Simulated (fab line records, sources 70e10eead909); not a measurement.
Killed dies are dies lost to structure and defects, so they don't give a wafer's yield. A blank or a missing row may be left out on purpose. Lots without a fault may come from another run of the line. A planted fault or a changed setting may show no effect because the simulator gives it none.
A struck lot beside a sound one | flow nand_harc | 14 steps out of a route of 1302
Sound: wafers L972.1, L972.5, L972.6. Struck: wafers L966.1, L966.2, L966.3. The cause comes at the end.
At each step with rows: each side's tool, then ch and its chambers, then its first start. Under that, the readings that differ: sound wafers | struck wafers | difference of the means | sigmas: that difference in standard deviations of wafers without a fault.
alike: readings whose means differ by less than 2 such deviations, and words and numbers that are the same on both sides. not compared: withheld readings, readings that some wafer has no value for, bounds like >300 that may hide the same value, and numbers for which the record gives no deviation and whose values overlap.
The two part at a step that has a row with sigmas, a row that says differs or no value, or rows on one side only. Numbers that don't overlap but have no deviation are shown without sigmas and don't part them. A reading that every wafer of one side lacks parts them only if that side has two wafers or more.

NHARC_A_M0_INSPECT_27:
  sound on defect_inspect-01, day 27 03:02; struck on defect_inspect-01, day 25 09:26
  alike: raw_defect_count
NHARC_A_M0_PRE_CLEAN_31: time 12 s.
  sound on pecvd-04 ch 0,1, day 27 03:07; struck on pecvd-04 ch 0,1,2, day 25 09:31
  alike: heater_power_w
NHARC_A_M0_DEP_32: deposits SiCN, target thk 30 nm.
  sound on pecvd-04 ch 0,1, day 27 03:14; struck on pecvd-04 ch 0,1,2, day 25 09:35
  alike: heater_power_w
then, 9 steps without rows for these wafers: NHARC_A_M1_DEP_00 (deposits SiOC, target thk 182.5 nm); NHARC_A_M1_DEHYDRATE_01 (time 120 s); NHARC_A_M1_HMDS_02 (time 30 s); NHARC_A_M1_COAT_34 (time 65 s); NHARC_A_M1_COAT_03 (resist thk 90 nm); NHARC_A_M1_SOFTBAKE_04 (time 55 s); NHARC_A_M1_EBR_05; NHARC_A_M1_EXPOSE_06 (exposes mask A M1, target cd 120 nm); NHARC_A_M1_PEB_07 (peb time 65 s).
NHARC_A_M1_DEVELOP_08: develop time 35 s.
  sound on litho_track-01 ch 0, day 27 04:00; struck on litho_track-06, day 25 10:00
  no value came back on the struck wafers for chill_plate_temp_C (C), develop_time_s (s); on the sound wafers chill_plate_temp_C (C) reads 23.13 23.23 23.15
NHARC_A_M1_CD_MEAS_09: target cd 120 nm.
  sound on cd_sem-03 ch 0, day 27 04:26; struck on cd_sem-03 ch 0, day 25 10:50
  reading    | sound             | struck | difference                    | sigmas
  cd_nm (nm) | 120.4 121.4 120.5 | - - -  | no value on the struck wafers |

WHERE THEY PART
First at NHARC_A_M1_DEVELOP_08; last, within this record, at NHARC_A_M1_CD_MEAS_09.

WHY: what the simulator had put in
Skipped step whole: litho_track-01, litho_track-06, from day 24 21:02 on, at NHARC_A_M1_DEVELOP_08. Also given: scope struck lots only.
